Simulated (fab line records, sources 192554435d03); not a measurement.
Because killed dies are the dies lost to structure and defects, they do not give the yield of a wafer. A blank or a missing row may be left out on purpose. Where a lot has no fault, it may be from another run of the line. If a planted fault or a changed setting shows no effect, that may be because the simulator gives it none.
fab line records | flow n5_finfet
record lots=6 | wafers=18 | last_day=19
route steps=1938 shown BEOL_M9@1448 PASSIVATION@1936
lots untouched by any fault: they come from a run of this same line in which no faults occurred
start_h: hours from the record's opening day to when the first of the lot's shown wafers began | wait_h: hours elapsed since this lot's preceding step | " unchanged from the row above | L1.1+2: one row covering several wafers at once | - value missing, or start not given | * or withheld: withheld | < > ~ a bound
route shown NAME@n: a module of which the file shows steps, and the number in the route of the first | usual: mean/standard deviation taken from wafers without a fault | same: alike in all rows | chamber/n: place in a boat | sites: each site's reading | _std_site: standard deviation of those values | _edge_site: the outer-site mean with the inner-site mean subtracted | radius_mm: for every site, how far away it sits from the centre of the wafer | mask NAME#n: copy n | behind: the tool/chamber that last shaped the wafer | hold: what put the lot on hold/how long, in hours/how the hold closed | device: the n, p or np transistor that did not switch | end of line: the route-end tests of the same wafers | where a step has no rows: the recipe by itself | killed: count of dies lost to structure and defects at first sort (not the wafer's yield) | map: the dies of a wafer, with x for killed, . for not killed, _ for no die there
set.NAME: the run value of the setting; set.NAME@STEP: its run value at that earlier step | model.NAME: the simulator's own value behind a step, which no gauge read
a table for each step, a row for each wafer; lots at some steps of the route
services: when a tool's chamber went out of use (start_h, in hours from the record's first day, below 0 if earlier), for how many hours, and the reason
## steps
# step N5_BEOL_M9_STRIP_80
# recipe chemistry=N2/H2 | time_s=10 | power_w=450 | temp_c=40 | pressure_mtorr=20 | rf_frequency_hz=6e+07 | bias_power_w=7 | n2_flow_sccm=200 | h2_flow_sccm=200
# usual chamber_pressure_mTorr=19.999/0.019 | drypump_motor_current_A=5.5/0.51 | oes_product_au=0.79/0.084 | rf_vpp_V=59.3/0.85 | showerhead_plenum_p_Torr=2.56/0.1 | throttle_valve_pct=23.63/0.3
lot.wafer | tool        | chamber | start_h | wait_h | chamber_pressure_mTorr | drypump_motor_current_A | oes_product_au | rf_hours_counter_h | rf_vpp_V | showerhead_plenum_p_Torr | throttle_valve_pct
L815.2    | rie_diel-05 | 0       | -       | -      | 20.017                 | 5.8                     | 0.83           | 74                 | 59.8     | 2.69                     | 23.43
L815.4    | "           | 1       | "       | "      | 19.965                 | 5.6                     | 0.81           | 64                 | 59.8     | 2.68                     | 23.61
L815.6    | "           | 2       | "       | "      | 20.015                 | 5.0                     | 0.92           | -                  | 58.8     | 2.69                     | 23.68
L817.2    | rie_diel-05 | 2       | -       | -      | 19.995                 | 5.0                     | 0.90           | 26                 | 58.8     | 2.69                     | 23.69
L817.3    | "           | 3       | "       | "      | 19.967                 | 6.1                     | 0.86           | 45                 | 58.2     | 2.46                     | 23.29
L817.5    | "           | 1       | "       | "      | 19.997                 | 5.6                     | 0.82           | -                  | 60.7     | 2.68                     | 23.59
L822.3    | rie_diel-03 | 2       | -       | -      | 20.011                 | 6.1                     | 0.95           | 13                 | 58.3     | 2.59                     | 23.11
L822.4    | "           | 3       | "       | "      | 20.007                 | 6.3                     | 0.89           | 34                 | 58.6     | 2.47                     | 23.63
L822.5    | "           | 1       | "       | "      | 20.031                 | 6.0                     | 0.69           | -                  | 59.5     | 2.52                     | 23.86
L831.1    | rie_diel-05 | 0       | -       | -      | 20.021                 | 5.8                     | 0.80           | 106                | 59.3     | 2.67                     | 23.48
L831.2    | "           | 3       | "       | "      | 19.978                 | 6.1                     | 0.83           | 71                 | 57.5     | 2.45                     | 23.33
L831.5    | "           | 1       | "       | "      | 19.985                 | 5.6                     | 0.78           | -                  | 59.6     | 2.67                     | 23.64
L833.1    | rie_diel-05 | 2       | -       | -      | 20.014                 | 5.0                     | 0.88           | 57                 | 57.6     | 2.67                     | 23.73
L833.2    | "           | 1       | "       | "      | 20.031                 | 5.6                     | 0.79           | 100                | 59.4     | 2.66                     | 23.66
L833.4    | "           | 3       | "       | "      | 20.002                 | 6.1                     | 0.83           | 75                 | 60.0     | 2.44                     | 23.32
L838.1    | rie_diel-04 | 3       | -       | -      | 20.004                 | 4.9                     | 0.72           | 220                | 59.2     | 2.60                     | 23.84
L838.2    | "           | 0       | "       | "      | 19.997                 | 5.3                     | 0.70           | 215                | 59.9     | 2.52                     | 23.46
L838.6    | "           | 3       | "       | "      | 20.024                 | 4.9                     | 0.71           | -                  | 59.0     | 2.60                     | 23.85
# step N5_BEOL_M9_OCD_MEAS_38
# usual trench_depth_nm=151.3/2.9
lot.wafer | tool   | chamber | start_h | wait_h | trench_depth_nm
L815.2    | ocd-01 | -       | 210.80  | -      | 151.2
L815.4    | "      | -       | "       | "      | 153.2
L815.6    | "      | -       | "       | "      | 154.2
L817.2    | ocd-01 | -       | 226.30  | -      | 154.0
L817.3    | "      | -       | "       | "      | 151.7
L817.5    | "      | -       | "       | "      | 153.7
L822.3    | ocd-02 | -       | 275.68  | -      | 157.5
L822.4    | "      | -       | "       | "      | 150.8
L822.5    | "      | -       | "       | "      | 149.0
L831.1    | ocd-01 | -       | 319.06  | -      | 152.8
L831.2    | "      | -       | "       | "      | 152.0
L831.5    | "      | -       | "       | "      | 154.4
L833.1    | ocd-02 | -       | 333.39  | -      | 153.8
L833.2    | "      | -       | "       | "      | 154.9
L833.4    | "      | -       | "       | "      | 152.4
L838.1    | ocd-01 | -       | 385.50  | -      | 148.8
L838.2    | "      | -       | "       | "      | 150.3
L838.6    | "      | -       | "       | "      | 150.2
# step N5_BEOL_M9_HM_STRIP_39
# recipe chemistry=peroxide_tin_strip | material=TiN | target_depth_a=250 | temp_c=50 | time_s=158
# step N5_BEOL_M9_SRD_40
# recipe time_s=30 | temp_c=23 | rinse_liquid=diw | dry=ipa_marangoni
# step N5_BEOL_M9_PRECLEAN_42
# recipe chemistry=residue_remover | time_s=60 | temp_c=40
# step N5_BEOL_M9_SRD_43
# recipe time_s=30 | temp_c=23 | rinse_liquid=diw | dry=ipa_marangoni
# step N5_BEOL_M9_CD_MEAS_35
# recipe target_cd_nm=70 | target_cd_y_nm=40 | polarity=opening
# usual cd_nm=70.2/0.69
lot.wafer | tool      | chamber | start_h | wait_h | cd_nm
L815.2    | cd_sem-01 | -       | 210.95  | 0.0    | 70.9
L815.4    | "         | -       | "       | "      | 70.1
L815.6    | "         | -       | "       | "      | 69.8
L817.2    | cd_sem-02 | -       | 226.46  | 0.0    | 69.8
L817.3    | "         | -       | "       | "      | 70.3
L817.5    | "         | -       | "       | "      | 70.2
L822.3    | cd_sem-03 | -       | 275.84  | 0.0    | 69.9
L822.4    | "         | -       | "       | "      | 71.1
L822.5    | "         | -       | "       | "      | 70.2
L831.1    | cd_sem-01 | -       | 319.22  | 0.0    | 69.2
L831.2    | "         | -       | "       | "      | 69.6
L831.5    | "         | -       | "       | "      | 68.9
L833.1    | cd_sem-03 | -       | 333.55  | 0.0    | 69.8
L833.2    | "         | -       | "       | "      | 70.4
L833.4    | "         | -       | "       | "      | 70.5
L838.1    | cd_sem-02 | -       | 385.65  | 0.0    | 70.3
L838.2    | "         | -       | "       | "      | 70.5
L838.6    | "         | -       | "       | "      | 69.1
# step N5_BEOL_M9_CURE_72
# recipe temp_c=370 | time_s=120 | ambient=DMADMS/He | material=SiCOH_lowk
# step N5_BEOL_M9_DEGAS_44
# recipe ambient=vacuum | temp_c=250 | time_s=60
# step N5_BEOL_M9_PRE_CLEAN_45
# recipe gas=H2/He | time_s=30 | temp_c=250
# usual heater_power_w=322/30
lot.wafer | tool           | chamber | start_h | wait_h | heater_power_w
L815.2    | pvd_sputter-03 | -       | 211.80  | 0.0    | 283
L815.4    | "              | -       | "       | "      | 316
L815.6    | "              | -       | "       | "      | 319
L817.2    | pvd_sputter-01 | -       | 226.88  | 0.0    | 371
L817.3    | "              | -       | "       | "      | 389
L817.5    | "              | -       | "       | "      | 325
L822.3    | pvd_sputter-02 | -       | 278.35  | 0.0    | 388
L822.4    | "              | -       | "       | "      | 292
L822.5    | "              | -       | "       | "      | 296
L831.1    | pvd_sputter-03 | -       | 319.89  | 0.0    | 290
L831.2    | "              | -       | "       | "      | 292
L831.5    | "              | -       | "       | "      | 295
L833.1    | pvd_sputter-03 | -       | 333.99  | 0.0    | 298
L833.2    | "              | -       | "       | "      | 326
L833.4    | "              | -       | "       | "      | 329
L838.1    | pvd_sputter-03 | -       | 386.13  | 0.0    | 316
L838.2    | "              | -       | "       | "      | 288
L838.6    | "              | -       | "       | "      | 321
# step N5_BEOL_M9_ALD_74
# recipe material=TaN | target_thk_a=20 | temp_c=275 | ald_precursor_family=PDMAT | ald_co_reactant=NH3 | pressure_torr=3 | carrier_flow_sccm=1500 | pulse_time_s=2 | purge_time_s=3 | co_reactant_purge_time_s=2 | co_reactant_pulse_time_s=3 | ald_cycles=40 | precursor_vessel_temp_c=75 | precursor_vessel_pressure_torr=26.25 | precursor_vessel_carrier_sccm=1000
# usual heater_power_w=405/43
# same co_reactant_pulse_time_s=3 | purge_time_s=3
lot.wafer | tool         | chamber | start_h | wait_h | heater_power_w
L815.2    | ald_metal-02 | 3       | 211.86  | 0.0    | 396
L815.4    | "            | 1       | "       | "      | 374
L815.6    | "            | 3       | "       | "      | 393
L817.2    | ald_metal-02 | 3       | 227.06  | 0.2    | 397
L817.3    | "            | 1       | "       | "      | 374
L817.5    | "            | 3       | "       | "      | 412
L822.3    | ald_metal-04 | 1       | 278.41  | 0.0    | 439
L822.4    | "            | 0       | "       | "      | 481
L822.5    | "            | 3       | "       | "      | 403
L831.1    | ald_metal-02 | 3       | 319.95  | 0.0    | 397
L831.2    | "            | 1       | "       | "      | 367
L831.5    | "            | 1       | "       | "      | 363
L833.1    | ald_metal-02 | 1       | 334.07  | 0.1    | 372
L833.2    | "            | 3       | "       | "      | 396
L833.4    | "            | 2       | "       | "      | 384
L838.1    | ald_metal-04 | 3       | 386.19  | 0.0    | 407
L838.2    | "            | 1       | "       | "      | 438
L838.6    | "            | 2       | "       | "      | 537
# step N5_BEOL_M9_SURFACE_TREAT_79
# recipe gas=Ar | time_s=* | ion_energy_ev=* | ion_current_ma_cm2=0.5 | pressure_mtorr=* | ar_flow_sccm=30
# usual throttle_valve_pct=*
lot.wafer | tool           | chamber | start_h | wait_h | throttle_valve_pct
L815.2    | pvd_sputter-03 | -       | 212.18  | 0.2    | *
L815.4    | "              | -       | "       | "      | *
L815.6    | "              | -       | "       | "      | *
L817.2    | pvd_sputter-02 | -       | 227.38  | 0.2    | *
L817.3    | "              | -       | "       | "      | *
L817.5    | "              | -       | "       | "      | *
L822.3    | pvd_sputter-01 | -       | 278.73  | 0.2    | *
L822.4    | "              | -       | "       | "      | *
L822.5    | "              | -       | "       | "      | *
L831.1    | pvd_sputter-01 | -       | 320.29  | 0.2    | *
L831.2    | "              | -       | "       | "      | *
L831.5    | "              | -       | "       | "      | *
L833.1    | pvd_sputter-03 | -       | 334.35  | 0.2    | *
L833.2    | "              | -       | "       | "      | *
L833.4    | "              | -       | "       | "      | *
L838.1    | pvd_sputter-01 | -       | 386.89  | 0.6    | *
L838.2    | "              | -       | "       | "      | *
L838.6    | "              | -       | "       | "      | *
# step N5_BEOL_M9_CVD_78
# recipe material=Co | target_thk_a=20 | temp_c=withheld | precursor=CCTBA/H2 | pressure_torr=30 | time_s=138.9
# usual run_length_s=161.6/0.59
lot.wafer | tool      | chamber | start_h | wait_h | run_length_s
L815.2    | cvd_co-02 | 1       | 212.24  | 0.0    | 162.3
L815.4    | "         | 0       | "       | "      | 162.1
L815.6    | "         | 2       | "       | "      | 161.0
L817.2    | cvd_co-01 | 2       | 227.67  | 0.3    | 161.6
L817.3    | "         | 1       | "       | "      | 161.4
L817.5    | "         | 2       | "       | "      | 160.8
L822.3    | cvd_co-01 | 0       | 278.91  | 0.2    | 161.7
L822.4    | "         | 1       | "       | "      | 161.8
L822.5    | "         | 0       | "       | "      | 161.4
L831.1    | cvd_co-02 | 0       | 320.35  | 0.0    | 162.1
L831.2    | "         | 2       | "       | "      | 68.7
L831.5    | "         | 0       | "       | "      | 69.8
L833.1    | cvd_co-02 | 0       | 334.73  | 0.4    | 162.2
L833.2    | "         | 2       | "       | "      | 69.3
L833.4    | "         | 0       | "       | "      | 161.8
L838.1    | cvd_co-01 | 2       | 386.95  | 0.0    | 161.1
L838.2    | "         | 1       | "       | "      | 161.9
L838.6    | "         | 2       | "       | "      | 160.7
# step N5_BEOL_M9_SPUTTER_48
# recipe material=Cu | target_thk_a=120 | temp_c=-20 | bias_v=60 | power_w=26000 | chamber_pressure_pa=0.13 | time_s=2
# usual substrate_temp_c=-20.01/0.096 | throttle_valve_pct=29.6/1.2
lot.wafer | tool           | chamber | start_h | wait_h | substrate_temp_c | throttle_valve_pct
L815.2    | pvd_sputter-01 | -       | 212.41  | 0.1    | -19.99           | 30.4
L815.4    | "              | -       | "       | "      | -20.04           | 30.2
L815.6    | "              | -       | "       | "      | -19.94           | 26.9
L817.2    | pvd_sputter-02 | -       | 229.26  | 1.5    | -20.11           | 29.6
L817.3    | "              | -       | "       | "      | -20.19           | 29.6
L817.5    | "              | -       | "       | "      | -20.13           | 29.7
L822.3    | pvd_sputter-02 | -       | 279.13  | 0.2    | -19.89           | 29.8
L822.4    | "              | -       | "       | "      | -20.12           | 29.6
L822.5    | "              | -       | "       | "      | -20.14           | 29.3
L831.1    | pvd_sputter-01 | -       | 320.51  | 0.1    | -19.86           | 30.1
L831.2    | "              | -       | "       | "      | -19.92           | 29.9
L831.5    | "              | -       | "       | "      | -19.86           | 30.3
L833.1    | pvd_sputter-01 | -       | 335.27  | 0.5    | -20.00           | 30.2
L833.2    | "              | -       | "       | "      | -19.91           | 26.9
L833.4    | "              | -       | "       | "      | -19.99           | 27.0
L838.1    | pvd_sputter-01 | -       | 387.49  | 0.5    | -20.09           | 27.0
L838.2    | "              | -       | "       | "      | -20.10           | 30.2
L838.6    | "              | -       | "       | "      | -19.81           | 30.2
# step N5_PASSIVATION_PROBE_49
# usual defect_limited_yield=91.4/1.5 | killed_at_M0_to_M3=35/12 | killed_at_M4_up=13/5.8 | killed_at_contacts=12/5.5 | killed_at_front_end=36/9.9 | killed_at_other=4/3.7 | killed_dies=101/18 | killed_open=66/13 | killed_short=33/8 | sort_bin_5_function=5.0/1 | sort_bin_6_memory=3.2/0.67 | sort_bin_8_speed=0.00/0.0099 | sort_n_pass=1079/18 | sort_yield_pct=91.4/1.5
# same gross_dies=1180 | killed_at_back_side=0 | sort_bin_4_leakage[%]=0
lot.wafer | tool      | chamber | start_h | wait_h | defect_limited_yield[%] | killed_at_M0_to_M3 | killed_at_M4_up | killed_at_contacts | killed_at_front_end | killed_at_other | killed_dies | killed_open | killed_short | sort_bin_5_function[%] | sort_bin_6_memory[%] | sort_bin_8_speed[%] | sort_n_pass | sort_yield_pct[%]
L817.2    | prober-01 | -       | 290.79  | 0.1    | 91.8                    | 13                 | 6               | 13                 | 60                  | 5               | 97          | 71          | 26           | 4.9                    | 3.1                  | 0                   | 1083        | 91.8
L817.3    | prober-01 | -       | 290.84  | 0.1    | 90.8                    | 35                 | 9               | 16                 | 42                  | 6               | 108         | 71          | 29           | 4.7                    | 3.5                  | 0                   | 1072        | 90.8
L817.5    | prober-01 | -       | 290.94  | 0.2    | 92.1                    | 24                 | 18              | 11                 | 35                  | 5               | 93          | 62          | 31           | 5.0                    | 2.7                  | 0                   | 1087        | 92.1
L822.3    | prober-02 | -       | 332.44  | 0.1    | 90.8                    | 45                 | 13              | 13                 | 33                  | 5               | 109         | 67          | 42           | 5.4                    | 3.3                  | 0                   | 1071        | 90.8
L822.4    | prober-02 | -       | 332.49  | 0.2    | 92.8                    | 35                 | 11              | 13                 | 20                  | 6               | 85          | 54          | 31           | 3.8                    | 3.0                  | 0                   | 1095        | 92.8
L822.5    | prober-02 | -       | 332.54  | 0.2    | 93.0                    | 40                 | 10              | 14                 | 18                  | 1               | 83          | 56          | 27           | 3.6                    | 3.1                  | 0                   | 1097        | 93.0
L831.1    | prober-02 | -       | 377.08  | 0.0    | 92.3                    | 19                 | 7               | 12                 | 44                  | 9               | 91          | 57          | 25           | 3.8                    | 3.0                  | 0                   | 1089        | 92.3
L831.2    | prober-02 | -       | 377.13  | 0.1    | 91.4                    | 27                 | 8               | 17                 | 30                  | 20              | 102         | 67          | 33           | 5.1                    | 3.3                  | 0                   | 1078        | 91.4
L831.5    | prober-02 | -       | 377.28  | 0.2    | 91.8                    | 33                 | 6               | 17                 | 27                  | 14              | 97          | 52          | 43           | 5.0                    | 2.8                  | 0                   | 1083        | 91.8
# killed by level:class
L817.2 FIN_SAQP:geometric_particle:open=25 MOL_CONTACT_COAG:geometric_particle:open=9 FIN_SAQP:geometric_particle:short=8 STI_FIN_REVEAL:geometric_particle:open=5 DUMMY_GATE:geometric_particle:open=5 BEOL_M3:geometric_particle:open=5 MOL_CONTACT_COAG:geometric_particle:short=4 GATE_CUT:geometric_particle:open=4
L817.3 MOL_CONTACT_COAG:geometric_particle:open=14 BEOL_M0_SAQP:geometric_particle:open=12 BEOL_M0_SAQP:geometric_particle:short=9 HKMG_FIN:area_etch=8 FIN_SAQP:geometric_particle:short=6 FIN_SAQP:geometric_particle:open=6 STI_FIN_REVEAL:geometric_particle:open=5 BEOL_M2:geometric_particle:open=5
L817.5 FIN_SAQP:geometric_particle:open=11 MOL_CONTACT_COAG:geometric_particle:open=11 FIN_SAQP:geometric_particle:short=9 BEOL_M4:geometric_particle:open=7 BEOL_M0_SAQP:geometric_particle:short=6 BEOL_M0_SAQP:geometric_particle:open=6 STI_FIN_REVEAL:geometric_particle:open=5 DUMMY_GATE:geometric_particle:open=4
L822.3 BEOL_M2:geometric_particle:open=16 MOL_CONTACT_COAG:geometric_particle:open=11 BEOL_M0_SAQP:geometric_particle:short=8 BEOL_M0_SAQP:geometric_particle:open=8 GATE_CUT:geometric_particle:short=7 BEOL_M3:geometric_particle:open=7 FIN_SAQP:geometric_particle:short=6 BEOL_M4:geometric_particle:open=5
L822.4 MOL_CONTACT_COAG:geometric_particle:open=12 BEOL_M1:geometric_particle:open=8 BEOL_M2:geometric_particle:open=7 BEOL_M0_SAQP:geometric_particle:open=6 FIN_SAQP:geometric_particle:short=5 BEOL_M7:geometric_particle:open=5 BEOL_M1:geometric_particle:short=4 GATE_CUT:geometric_particle:short=3
L822.5 BEOL_M0_SAQP:geometric_particle:open=13 BEOL_M0_SAQP:geometric_particle:short=13 MOL_CONTACT_COAG:geometric_particle:open=11 BEOL_M3:geometric_particle:open=6 STI_FIN_REVEAL:geometric_particle:open=4 FIN_SAQP:geometric_particle:open=3 GATE_CUT:geometric_particle:open=3 MOL_CONTACT_COAG:geometric_particle:short=3
L831.1 MOL_CONTACT_COAG:geometric_particle:open=10 STI_FIN_REVEAL:geometric_particle:open=9 HKMG_FIN:area_etch=9 FIN_SAQP:geometric_particle:open=7 FIN_SAQP:geometric_particle:short=6 BEOL_M0_SAQP:geometric_particle:open=5 MIM_BOT:geometric_particle:short=5 BEOL_M0_SAQP:geometric_particle:short=4
L831.2 MOL_CONTACT_COAG:geometric_particle:open=13 BEOL_M3:geometric_particle:open=9 BEOL_M2:geometric_particle:open=8 STI_FIN_REVEAL:geometric_particle:open=6 FIN_SAQP:geometric_particle:open=5 BEOL_M0_SAQP:geometric_particle:open=5 FIN_SAQP:geometric_particle:short=4 PASS1_CAP:geometric_particle:short=4
L831.5 MOL_CONTACT_COAG:geometric_particle:open=14 BEOL_M3:geometric_particle:open=8 BEOL_M0_SAQP:geometric_particle:short=7 MIM_BOT:geometric_particle:short=7 BEOL_M0_SAQP:geometric_particle:open=6 FIN_SAQP:geometric_particle:short=5 ILD0:geometric_particle:short=5 BEOL_M3:geometric_particle:short=5
## services
tool         | chamber | start_h | hours | kind
rie_diel-05  | -       | 187.41  | 14.6  | pm
rie_diel-03  | 0       | 196.77  | 6.4   | repair
rie_diel-04  | 3       | 200.90  | 12.8  | repair
cvd_co-02    | -       | 210.13  | 0.5   | repair
ald_metal-02 | 2       | 210.49  | 16.6  | repair
rie_diel-04  | 2       | 216.19  | 9.9   | repair
rie_diel-03  | 2       | 216.52  | -     | clean
rie_diel-03  | 2       | 216.52  | -     | consumable_replace:focus_ring
rie_diel-05  | 3       | 251.62  | 3.5   | repair
rie_diel-03  | -       | 253.91  | 0.7   | repair
ald_metal-02 | -       | 270.46  | 0.3   | repair
cvd_co-01    | 1       | 294.59  | 7.7   | repair
ald_metal-02 | 0       | 302.41  | 19.9  | repair
rie_diel-04  | 3       | 309.13  | 11.7  | repair
rie_diel-04  | 1       | 326.22  | 4.5   | repair
cvd_co-01    | 1       | 333.33  | -     | clean
cvd_co-01    | 1       | 333.33  | 22.0  | scheduled_down
cvd_co-01    | 1       | 333.33  | 22.0  | vent_cycle
ald_metal-04 | -       | 345.73  | 6.0   | pm
cvd_co-01    | -       | 347.99  | 6.0   | pm
ald_metal-04 | 2       | 355.83  | -     | calibration
rie_diel-04  | 3       | 358.52  | 5.5   | repair
cvd_co-01    | -       | 366.67  | 2.8   | pm
ald_metal-02 | -       | 384.50  | 8.7   | pm
## key
first_sign step=N5_BEOL_M9_CVD_78 | reading=run_length_s | direction=down | sigmas=99+ | usual=* | struck=*
effect none on later readings
met_at N5_BEOL_M9_CVD_78
struck_wafers L831.2,L831.5,L833.2
onset_between 212.24 320.35
fault kind=process_parameter_drift | tool=cvd_co-02 | chamber=- | onset_h=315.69 | steps=N5_BEOL_M9_CVD_78 | channel=time_s | offset=* | shape=step | end_h=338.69 | scope=struck_wafers_only | acts_in=* | stated=*
